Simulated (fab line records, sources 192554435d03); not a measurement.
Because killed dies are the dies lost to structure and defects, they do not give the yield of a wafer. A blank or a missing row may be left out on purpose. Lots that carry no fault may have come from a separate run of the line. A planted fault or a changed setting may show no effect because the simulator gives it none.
Problem report, 8D (eight disciplines) form, completed by code + flow n5Finfet + the parts of the form that need people (team, actions taken, sign-off) are left out

1. PROBLEM STATEMENT
At N5_FIN_SAQP_PECVD_47, runLengthS averages 64.0 s over 5 wafers from 3 lots, while fault-free wafers read 72.8 s, standard deviation 0.52. That is -17 standard deviations from the usual mean.
The step: deposits a-Si from SiH4/He, target thk 45 nm, time 36.3 s.
Seen first at day 5 09:47 on pecvd-03, wafer L265.1. The record holds 27 wafers of 10 lots with a number at this step. Rule for "out", or "out of limits": more than 4 standard deviations from the usual mean. Any other wafer with a number is counted as sound.

2. WHAT IT IS AND WHAT IT IS NOT
| question                    | is                                     | is not                                                                     |
|-----------------------------|----------------------------------------|----------------------------------------------------------------------------|
| which readings at this step | runLengthS                             | chamberPressureTorr, heaterPowerW, showerheadPlenumPTorr, throttleValvePct |
| which lots                  | L265, L266, L267                       | L251, L252, L254, L255, L258, L260, L261                                   |
| which wafers of those lots  | L265.1, L265.3, L266.3, L267.1, L267.3 | L266.6                                                                     |
| read on which tools         | pecvd-03                               | pecvd-01                                                                   |
| when                        | from day 5 09:47                       | up to then (21 sound wafers); but 1 sound wafer of L266 came after         |

3. SUSPECTS, AND WHAT RULES EACH OUT
Counting: if a tool at a process step up to the reading ran every lot that is out, it stays a suspect. Sound lots after the first of them don't rule it out here, since some wafers of a struck lot are sound.
- pecvd-03 at N5_FIN_SAQP_PECVD_47 (deposits a-Si from SiH4/He, target thk 45 nm, time 36.3 s): kept. Every lot that is out went through it, the first being L265 (day 5 09:47); the last sound lot it ran before that was L261 (day 4 09:13). Its own readings are out on those wafers: runLengthS.
Remaining after the count: pecvd-03 at N5_FIN_SAQP_PECVD_47.

4. THE CAUSE (what the simulator had put in)
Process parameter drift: pecvd-03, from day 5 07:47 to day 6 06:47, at N5_FIN_SAQP_PECVD_47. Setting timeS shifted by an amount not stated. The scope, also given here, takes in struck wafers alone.
Counting left only this tool.

5. THE EFFECT CHAIN, in route order
Each row: a reading where the mean over the struck wafers with a number is more than 3 standard deviations away from the usual. Scope: only readings with a usual standard deviation given in the record; hours: median across lots of the time from each lot's start at the first step in this table that gives one to its start at this step; sigmas: change in usual standard deviations.
| hours | step                        | reading      | usual      | on struck wafers | change | sigmas |
|-------|-----------------------------|--------------|------------|------------------|--------|--------|
| 0     | N5_FIN_SAQP_PECVD_47        | runLengthS   | 72.8 s     | 64.0             | -8.8   | -17    |
| 3     | N5_FIN_SAQP_MANDREL_ETCH_58 | oesProductAu | 0.694 a.u. | 0.591            | -0.103 | -9.3   |
It contains these process steps:
- N5_FIN_SAQP_PECVD_47: deposits a-Si from SiH4/He, target thk 45 nm, time 36.3 s.
- N5_FIN_SAQP_MANDREL_ETCH_58: etches a-Si in HBr/Cl2, stops on SiNx, target depth 45 nm, bt time 10 s, time 27 s.
Later steps that measure or inspect, where all struck wafers having a row at the step show a number for every such reading and not one has moved that far: N5_FIN_SAQP_THK_MEAS_07, N5_BEOL_M4_RC_MEAS_101.

6. HOW IT WOULD HAVE BEEN CAUGHT EARLIER
In this record no reading fell out of limits until day 5 09:47, 2 hours after the fault had begun at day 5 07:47.
